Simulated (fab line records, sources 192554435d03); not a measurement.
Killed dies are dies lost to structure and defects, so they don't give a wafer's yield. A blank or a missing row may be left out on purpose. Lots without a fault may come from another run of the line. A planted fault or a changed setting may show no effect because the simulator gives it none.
Chamber matching | flow n5_finfet | N5_BEOL_M6_ETCH_61 on rie_diel-02: 4 sister chambers
The step etches SiARC in CF4, target depth 45.5 nm, time 75.8 s. 8 wafers are shown with their chamber, then 11 later ones without.

WAFERS WITH THEIR CHAMBER
wafer  | chamber | showerhead_plenum_p_Torr (Torr) | drypump_motor_current_A (A)
L082.5 | 3       | 2.09                            | 5.9
L087.5 | 0       | 2.12                            | 5.3
L086.2 | 1       | 2.03                            | 5.8
L086.4 | 0       | 2.12                            | 5.3
L088.1 | 3       | 2.09                            | 5.9
L088.4 | 2       | 2.16                            | 5.8
L088.5 | 2       | 2.16                            | 5.7
L091.1 | 1       | 2.02                            | 5.9

WAFERS WITHOUT THEIR CHAMBER
wafer  | showerhead_plenum_p_Torr (Torr) | drypump_motor_current_A (A)
L091.2 | 2.16                            | 5.7
L091.4 | 2.12                            | 5.3
L094.3 | 2.12                            | 5.3
L094.4 | 2.09                            | 5.9
L094.6 | 2.02                            | 5.8
L095.1 | 2.02                            | 5.8
L095.2 | 2.16                            | 5.7
L095.3 | 2.12                            | 5.3
L095.4 | 2.09                            | 5.9
L095.5 | 2.02                            | 5.8
L095.6 | 2.12                            | 5.3

WHICH CHAMBER EACH WENT THROUGH
wafer  | from the rows above | in truth
L091.2 | 2                   | 2
L091.4 | 0                   | 0
L094.3 | 0                   | 0
L094.4 | 3                   | 3
L094.6 | 1                   | 1
L095.1 | 1                   | 1
L095.2 | 2                   | 2
L095.3 | 0                   | 0
L095.4 | 3                   | 3
L095.5 | 1                   | 1
L095.6 | 0                   | 0
Placed correctly: 11 of 11. Can't be placed from these rows: 0. Placed wrongly: 0.
How it was worked out, from the rows above alone: a wafer's distance from a chamber is the root of the sum, over the readings, of the square of ((its reading less the chamber's mean) divided by the reading's scatter). The wafer belongs to the nearest chamber; if the next one is less than 2 further off, it can't be placed. A chamber's mean is the mean of its shown wafers. The scatter: the root of (the sum of the squares of (reading less its chamber's mean) over the shown wafers, divided by (wafers less chambers)).
